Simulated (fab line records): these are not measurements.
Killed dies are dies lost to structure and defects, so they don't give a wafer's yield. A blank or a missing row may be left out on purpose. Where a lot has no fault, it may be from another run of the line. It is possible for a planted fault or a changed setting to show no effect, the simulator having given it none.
Code-filled problem report in 8D (eight disciplines) form / flow n5Finfet / the parts of the form that need people (team, actions taken, sign-off) are left out

== 1. THE ISSUE ==
timeToEndpointS at N5_BEOL_M2_CMP_52 reads a mean of 34.7 s on 3 wafers of 2 lots; wafers without a fault read 62.3 s with a standard deviation of 2.9. Relative to the usual mean, that is a shift of -9.5 standard deviations.
The step: polishes, stops on SiOC, t overpolish 6.8 s, target thk 40 nm.
The first sign was on wafer L606.5 at day 11 03:16, on cmp-02. The record has a number at this step for 30 wafers belonging to 10 lots. Rule for "out", or "out of limits": more than 4 standard deviations from the usual mean. The other wafers with a number count as sound.

== 2. WHAT IT IS; WHAT IT IS NOT ==
question=which readings at this step | is=timeToEndpointS | is not=motorCurrentA, retainingRingPressureFrac
question=which lots | is=L606, L607 | is not=L593, L594, L598, L599, L600, L601, L605, L615
question=which wafers of those lots | is=L606.5, L607.1, L607.5 | is not=L606.3, L606.6, L607.2
question=read on which tools | is=cmp-02 | is not=cmp-01, cmp-04
question=when | is=from day 11 03:16 | is not=up to then (23 sound wafers); but 4 sound wafers of L607, L615 came after

== 3. THE SUSPECTS, EACH WITH WHAT RULES IT OUT ==
Counting: any tool at a process step up to the reading remains a suspect provided it ran every lot that is out. Sound lots after the first of them don't rule it out here, since some wafers of a struck lot are sound.
- pvdSputter-03 at N5_BEOL_M2_ANNEAL_87 (time 240 s): kept. It processed each lot that is out (first: L606, day 11 01:35); up to then, its last sound lot is L598 (day 8 09:15).
- pvdSputter-03 at N5_BEOL_M2_SPUTTER_92 (material Cu, target thk 4.5 nm, time 8.29 s): kept. It processed each lot that is out (first: L606, day 11 02:10); up to then, its last sound lot is L598 (day 8 09:50).
- ecdCu-01 at N5_BEOL_M2_ECD_50 (material Cu, target thk 300 nm): kept. It processed each lot that is out (first: L606, day 11 02:45); up to then, its last sound lot is L599 (day 9 05:31).
- cmp-02 at N5_BEOL_M2_CMP_52 (polishes, stops on SiOC, t overpolish 6.8 s, target thk 40 nm): kept. It processed each lot that is out (first: L606, day 11 03:16); up to then, its last sound lot is L598 (day 8 10:46). Its own readings are out on those wafers: timeToEndpointS.
Left after counting: pvdSputter-03 at N5_BEOL_M2_ANNEAL_87, pvdSputter-03 at N5_BEOL_M2_SPUTTER_92, ecdCu-01 at N5_BEOL_M2_ECD_50, cmp-02 at N5_BEOL_M2_CMP_52.

== 4. THE CAUSE (what the simulator had put in) ==
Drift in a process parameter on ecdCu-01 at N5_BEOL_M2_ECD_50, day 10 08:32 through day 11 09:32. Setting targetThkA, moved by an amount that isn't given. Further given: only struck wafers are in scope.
4 suspects survive the count, and this tool is in that group.

== 5. SEQUENCE OF EFFECTS, ordered by route ==
Each row: a reading where the mean over the struck wafers with a number is more than 3 standard deviations away from the usual. Only readings whose record carries a usual standard deviation are examined. hours: median over the lots of the time between each lot's start at the first step of this table that gives one and its start at this step. sigmas: the change, counted in usual standard deviations.
hours=0; step=N5_BEOL_M2_CMP_52; reading=timeToEndpointS; usual=62.3 s; on struck wafers=34.7; change=-27.6; sigmas=-9.5
The process steps in it:
- N5_BEOL_M2_CMP_52: polishes, stops on SiOC, t overpolish 6.8 s, target thk 40 nm.
Later measuring or inspecting steps at which every struck wafer that the step has a row for has a number for every such reading, and none has moved that far: N5_BEOL_M2_THK_MEAS_53, N5_BEOL_M4_RC_MEAS_101.

== 6. WHAT WOULD HAVE CAUGHT IT SOONER ==
In this record the first reading out of limits was taken at day 11 03:16, 19 hours after the fault began at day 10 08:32.
Among the 2 lots that are out, L607 began N5_BEOL_M2_ECD_50 on ecdCu-01 after day 11 03:16. A tool hold placed at that time would have kept it from harm.
